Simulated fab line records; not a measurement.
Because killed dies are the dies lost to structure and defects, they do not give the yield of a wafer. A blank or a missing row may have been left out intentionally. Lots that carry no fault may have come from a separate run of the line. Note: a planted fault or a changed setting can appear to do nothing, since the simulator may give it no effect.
Matching of chambers / flow nand_harc / cmp-03 running NHARC_A_STAIRCASE_CMP_472: 4 sister chambers
The step polishes SiO2. 4 wafers are shown with their chamber, then 8 later ones without.

== WAFERS PAIRED WITH THEIR CHAMBERS ==
wafer=L083.4; chamber=1; motor_current_A (A)=10.8
wafer=L092.4; chamber=0; motor_current_A (A)=12.8
wafer=L092.5; chamber=2; motor_current_A (A)=13.5
wafer=L095.2; chamber=3; motor_current_A (A)=14.2

== WAFERS WHOSE CHAMBER IS MISSING ==
wafer=L095.5; motor_current_A (A)=11.6
wafer=L095.6; motor_current_A (A)=13.9
wafer=L094.1; motor_current_A (A)=10.7
wafer=L094.2; motor_current_A (A)=14.4
wafer=L094.4; motor_current_A (A)=13.2
wafer=L096.2; motor_current_A (A)=13.8
wafer=L096.3; motor_current_A (A)=10.7
wafer=L096.5; motor_current_A (A)=13.9

== WHICH CHAMBER EACH ONE RAN IN ==
wafer=L095.5; from the rows above=can't be placed: 1 or 0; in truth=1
wafer=L095.6; from the rows above=can't be placed: 3 or 2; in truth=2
wafer=L094.1; from the rows above=1; in truth=1
wafer=L094.2; from the rows above=can't be placed: 3 or 2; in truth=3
wafer=L094.4; from the rows above=can't be placed: 2 or 0 or 3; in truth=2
wafer=L096.2; from the rows above=can't be placed: 2 or 3 or 0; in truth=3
wafer=L096.3; from the rows above=1; in truth=1
wafer=L096.5; from the rows above=can't be placed: 3 or 2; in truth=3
Correct placement for 2 of the 8. These rows do not allow placing 6 (true chamber among the candidates in 6). Number placed wrongly: 0.
How it was worked out, from the rows above alone: a wafer's distance from a chamber is the root of the sum, over the readings, of the square of ((its reading less the chamber's mean) divided by the reading's scatter). If the next closest chamber is less than 2 further off than the closest, the wafer can't be placed; otherwise it belongs to the closest. For every chamber, the mean is computed from those of its wafers that are shown. The scatter: with one shown wafer a chamber, the root of the mean of the squares of how far each hidden wafer lies from its nearest shown one.
